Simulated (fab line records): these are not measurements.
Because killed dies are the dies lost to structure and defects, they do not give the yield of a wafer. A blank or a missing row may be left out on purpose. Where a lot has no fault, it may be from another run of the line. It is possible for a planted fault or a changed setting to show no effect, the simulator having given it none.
Chamber matching / flow nand harc / NHARC_A_ONON_D1_DEP_33 on pecvd-02: 3 sister chambers
The step deposits SiO2, target thk 200 nm. 16 wafers are shown with their chamber, then 7 later ones without.

WAFERS WITH THEIR CHAMBER
wafer=L229.2; chamber=2; heater power w (W)=454; throttle valve pct (%)=17.1; rf fwd power W (W)=896.6
wafer=L229.3; chamber=0; heater power w (W)=495; throttle valve pct (%)=16.1; rf fwd power W (W)=896.3
wafer=L229.4; chamber=0; heater power w (W)=509; throttle valve pct (%)=16.1; rf fwd power W (W)=899.5
wafer=L231.1; chamber=2; heater power w (W)=405; throttle valve pct (%)=17.1; rf fwd power W (W)=892.7
wafer=L231.3; chamber=0; heater power w (W)=610; throttle valve pct (%)=16.4; rf fwd power W (W)=896.0
wafer=L231.5; chamber=0; heater power w (W)=602; throttle valve pct (%)=16.4; rf fwd power W (W)=896.7
wafer=L232.1; chamber=1; heater power w (W)=440; throttle valve pct (%)=16.3; rf fwd power W (W)=893.7
wafer=L232.3; chamber=0; heater power w (W)=522; throttle valve pct (%)=16.3; rf fwd power W (W)=898.2
wafer=L232.4; chamber=1; heater power w (W)=438; throttle valve pct (%)=16.4; rf fwd power W (W)=900.3
wafer=L233.1; chamber=2; heater power w (W)=456; throttle valve pct (%)=17.0; rf fwd power W (W)=897.2
wafer=L233.3; chamber=0; heater power w (W)=531; throttle valve pct (%)=16.4; rf fwd power W (W)=896.4
wafer=L233.6; chamber=2; heater power w (W)=480; throttle valve pct (%)=16.9; rf fwd power W (W)=898.2
wafer=L244.3; chamber=2; heater power w (W)=400; throttle valve pct (%)=16.1; rf fwd power W (W)=897.6
wafer=L244.5; chamber=2; heater power w (W)=406; throttle valve pct (%)=16.8; rf fwd power W (W)=900.3
wafer=L244.6; chamber=1; heater power w (W)=414; throttle valve pct (%)=16.3; rf fwd power W (W)=898.7
wafer=L242.1; chamber=1; heater power w (W)=473; throttle valve pct (%)=16.6; rf fwd power W (W)=897.6

SIGNATURES, as means of the wafers listed above
reading=heater power w; chamber 0=544.83; chamber 1=441.25; chamber 2=433.50; scatter within a chamber=38.8
reading=throttle valve pct; chamber 0=16.283; chamber 1=16.400; chamber 2=16.833; scatter within a chamber=0.26
reading=rf fwd power W; chamber 0=897.183; chamber 1=897.575; chamber 2=897.100; scatter within a chamber=2.23
Rule: for a wafer and a chamber, the distance is found by dividing, reading by reading, the gap between the wafer's reading and the chamber's mean by the reading's scatter, squaring, summing and taking the root. If the next closest chamber is less than 2 further off than the closest, the wafer can't be placed; otherwise it belongs to the closest. The scatter: take each reading less its chamber's mean, square it, sum over the shown wafers, divide by the number of wafers less the number of chambers, and take the root.

WAFERS MISSING THEIR CHAMBER
wafer=L242.4; heater power w (W)=480; throttle valve pct (%)=16.5; rf fwd power W (W)=899.6
wafer=L250.1; heater power w (W)=456; throttle valve pct (%)=16.7; rf fwd power W (W)=902.7
wafer=L250.3; heater power w (W)=609; throttle valve pct (%)=15.4; rf fwd power W (W)=898.2
wafer=L250.5; heater power w (W)=476; throttle valve pct (%)=16.5; rf fwd power W (W)=891.5
wafer=L252.2; heater power w (W)=617; throttle valve pct (%)=15.7; rf fwd power W (W)=900.9
wafer=L252.3; heater power w (W)=434; throttle valve pct (%)=16.8; rf fwd power W (W)=898.7
wafer=L252.4; heater power w (W)=608; throttle valve pct (%)=15.5; rf fwd power W (W)=897.3

THE CHAMBER EACH PASSED THROUGH
wafer=L242.4; from the rows above=can't be placed: 1 or 2 or 0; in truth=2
wafer=L250.1; from the rows above=can't be placed: 1 or 2 or 0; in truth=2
wafer=L250.3; from the rows above=can't be placed: 0 or 1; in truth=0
wafer=L250.5; from the rows above=can't be placed: 1 or 2 or 0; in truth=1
wafer=L252.2; from the rows above=0; in truth=0
wafer=L252.3; from the rows above=can't be placed: 2 or 1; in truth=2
wafer=L252.4; from the rows above=0; in truth=0
Correctly placed: 2 of 7. Unplaceable from these rows: 5, with the true chamber sitting among the candidates in 5. Number placed wrongly: 0.
